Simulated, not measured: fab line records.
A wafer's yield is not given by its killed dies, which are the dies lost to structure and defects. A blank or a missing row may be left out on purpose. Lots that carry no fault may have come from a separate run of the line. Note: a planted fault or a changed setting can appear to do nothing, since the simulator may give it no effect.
A lot that was struck, set against a sound lot + flow n5Finfet + 14 steps out of a route of 1938
Sound: wafers L425.2, L425.4, L425.6. Struck: wafer L438.4 (L438.1, L438.6, from the same lot, were not struck and are left out); the cause is given at the end.
For every step that has rows: the tool of each side, followed by ch and its chambers, followed by its first start. Under that, the readings that differ: sound wafers + struck wafers + difference of the means + sigmas: that difference in standard deviations of wafers without a fault.
alike: readings whose means differ by less than 2 such deviations, and words and numbers that are the same on both sides. not compared: withheld readings, readings that some wafer has no value for, bounds like >300 that may hide the same value, and numbers for which the record gives no deviation and whose values overlap.
Wherever a step has rows on one side only, a row that says differs or no value, or a row with sigmas, the two part there. Numbers that have no deviation but don't overlap get no sigmas and don't part them. Lack of a reading on every wafer of one side parts them only where that side has two or more wafers.

first, 8 steps without rows for these wafers: N5_BEOL_M14_COAT_58 (time 60 s, resist thk 89 nm); N5_BEOL_M14_COAT_04 (resist thk 800 nm); N5_BEOL_M14_EBR_06; N5_BEOL_M14_SOFTBAKE_05 (time 60 s); N5_BEOL_M14_EXPOSE_07 (exposes mask V13); N5_BEOL_M14_PEB_08 (peb time 90 s); N5_BEOL_M14_DEVELOP_09 (develop time 45 s); N5_BEOL_M14_HARDBAKE_14 (time 120 s).
N5_BEOL_M14_CD_MEAS_10: the cd target is 250 nm.
  sound on cdSem-03 ch 0, day 13 15:23; struck on cdSem-01 ch 0, day 16 09:08
| reading   | sound             | struck | difference | sigmas |
|-----------|-------------------|--------|------------|--------|
| cdNm (nm) | 249.3 249.3 250.2 | 253.0  | +3.4       | +2     |
N5_BEOL_M14_OVL_MEAS_11:
  sound on overlay-02 ch 0, day 13 15:25; struck on overlay-01 ch 0, day 16 09:10
  alike: V13_OVL
N5_BEOL_M14_INSPECT_12: inspects for defects (macro).
  sound on defectInspect-01, day 13 15:26; struck on defectInspect-01, day 16 09:11
  alike: rawDefectCount
N5_BEOL_M14_DESCUM_15: chemistry O2, time 7.9 s.
  sound on rieDiel-02 ch 2,3, day 13 15:48; struck on rieDiel-05 ch 2, day 16 09:17
  alike: drypumpMotorCurrentA, oesProductAu, rfVppV, showerheadPlenumPTorr, throttleValvePct
  not compared: rfHoursCounterH
N5_BEOL_M14_ETCH_59: etches BARC in N2/H2, target depth 89 nm, overetch 26.7 nm, time 67.9 s.
  sound on rieDiel-02 ch 2,3, day 13 15:50; struck on rieDiel-05 ch 2, day 16 09:19
| reading        | sound          | struck | difference | sigmas |
|----------------|----------------|--------|------------|--------|
| runLengthS (s) | 91.3 91.5 90.5 | 86.9   | -4.2       | -8     |
  alike: drypumpMotorCurrentA, oesProductAu, rfVppV, showerheadPlenumPTorr, throttleValvePct
  not compared: rfHoursCounterH
N5_BEOL_M14_VIA_ETCH_16: etches SiO2 in C4F8/O2/Ar, target depth 1231.3 nm.
  sound on rieDiel-02 ch 2,3, day 13 15:53; struck on rieDiel-05 ch 2, day 16 09:22
  alike: drypumpMotorCurrentA, oesProductAu, rfVppV, showerheadPlenumPTorr, throttleValvePct

## WHERE THEY PART
At N5_BEOL_M14_CD_MEAS_10 first; at N5_BEOL_M14_ETCH_59 last (within this record only). Later steps at which nothing parts them and some readings are alike: N5_BEOL_M14_VIA_ETCH_16.

WHY: what the simulator had put in
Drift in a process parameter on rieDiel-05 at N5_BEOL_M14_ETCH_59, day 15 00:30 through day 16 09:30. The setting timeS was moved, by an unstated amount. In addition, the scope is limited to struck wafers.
